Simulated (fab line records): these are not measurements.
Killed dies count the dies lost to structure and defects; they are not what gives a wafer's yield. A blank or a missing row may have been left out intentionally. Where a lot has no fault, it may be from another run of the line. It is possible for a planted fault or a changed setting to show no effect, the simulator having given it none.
Which tool is to blame? | flow n5-finfet | 11 lots with 33 wafers sampled at 4 steps, on a route of 1938 steps

== WHAT THE GAUGES READ, wafer by wafer ==
N5_MOL_CONTACT_COAG_OVL_MEAS_85.
lot  | measured     | on         | VG_OVL (nm)
L325 | day 5 00:11  | overlay-02 | 0.0 0.4 0.2
L330 | day 6 09:17  | overlay-01 | 1.3 0.6 -0.2
L332 | day 6 17:19  | overlay-02 | 1.1 1.8 0.2
L334 | day 7 10:34  | overlay-01 | 1.0 0.9 0.5
L337 | day 8 04:34  | overlay-02 | 0.4 0.1 0.9
L338 | day 8 09:56  | overlay-02 | 0.1 -0.5 0.5
L340 | day 8 17:09  | overlay-02 | 0.2 -0.1 -0.1
L344 | day 9 17:26  | overlay-01 | 0.3 -0.7 0.2
L345 | day 10 07:48 | overlay-01 | 1.4 0.6 0.1
L347 | day 10 21:26 | overlay-01 | -0.5 0.1 -1.6
L348 | day 10 23:41 | overlay-01 | -0.7 -0.7 -0.1

== TOOL THAT RAN EACH LOT (tool first, then ch and the chambers of the sampled wafers, then the start) ==
lot  | N5_MOL_CONTACT_COAG_ALD_20          | N5_MOL_CONTACT_COAG_PRE_CLEAN_142 | N5_MOL_CONTACT_COAG_COAT_76
L325 | ald-metal-02 ch 0,1,2, day 4 15:54  | pvd-sputter-03, day 4 19:08       | litho-track-01 ch 0, day 4 23:44
L330 | ald-metal-01 ch 0,1,2, day 6 01:13  | pvd-sputter-03, day 6 05:23       | litho-track-03 ch 0, day 6 08:59
L332 | ald-metal-03 ch 1,3, day 6 09:22    | pvd-sputter-02, day 6 13:17       | litho-track-01 ch 0, day 6 17:01
L334 | ald-metal-02 ch 0,3, day 7 02:07    | pvd-sputter-03, day 7 06:43       | litho-track-03 ch 0, day 7 10:15
L337 | ald-metal-02 ch 0,3, day 7 21:03    | pvd-sputter-01, day 8 00:31       | litho-track-03 ch 0, day 8 04:16
L338 | ald-metal-02 ch 0,1,3, day 7 23:40  | pvd-sputter-03, day 8 05:50       | litho-track-03 ch 0, day 8 09:30
L340 | ald-metal-02 ch 0,1,2, day 8 09:45  | pvd-sputter-03, day 8 13:07       | litho-track-03 ch 0, day 8 16:50
L344 | ald-metal-02 ch 1,2,3, day 9 09:49  | pvd-sputter-01, day 9 13:29       | litho-track-01 ch 0, day 9 17:08
L345 | ald-metal-01 ch 0,2,3, day 9 20:14  | pvd-sputter-03, day 10 00:53      | litho-track-05 ch 0, day 10 06:55
L347 | ald-metal-03 ch 0,1,2, day 10 12:54 | pvd-sputter-03, day 10 17:25      | litho-track-01 ch 0, day 10 21:00
L348 | ald-metal-02 ch 0,2,3, day 10 15:12 | pvd-sputter-03, day 10 19:52      | litho-track-01 ch 0, day 10 23:23
- N5_MOL_CONTACT_COAG_ALD_20: deposits TiN, target thk 1.5 nm, pulse time 1 s, purge time 3 s.
- N5_MOL_CONTACT_COAG_PRE_CLEAN_142: time 60 s.
- N5_MOL_CONTACT_COAG_COAT_76: time 60 s, resist thk 10 nm.

== THE ANSWER, worked out from the rows above alone ==
Rule: the lots themselves supply what counts as usual. The widest of any qualifying gaps counts: lots, ordered by their means at a reading, are off when they make up no more than a third of the lots, leave a main group of 4 or more, and stand apart from it by 3 or more times the standard deviation of that group's means. A main group whose means are all the same, to the digits that the tables above print for the reading, isn't used. A lot without any number at a reading at which 4 lots or more have one is off too. All remaining lots with rows at the step are treated as sound.
No lot is off on any of the readings shown, so nothing can be concluded from this.

== WHAT HAD BEEN PUT IN BY THE SIMULATOR ==
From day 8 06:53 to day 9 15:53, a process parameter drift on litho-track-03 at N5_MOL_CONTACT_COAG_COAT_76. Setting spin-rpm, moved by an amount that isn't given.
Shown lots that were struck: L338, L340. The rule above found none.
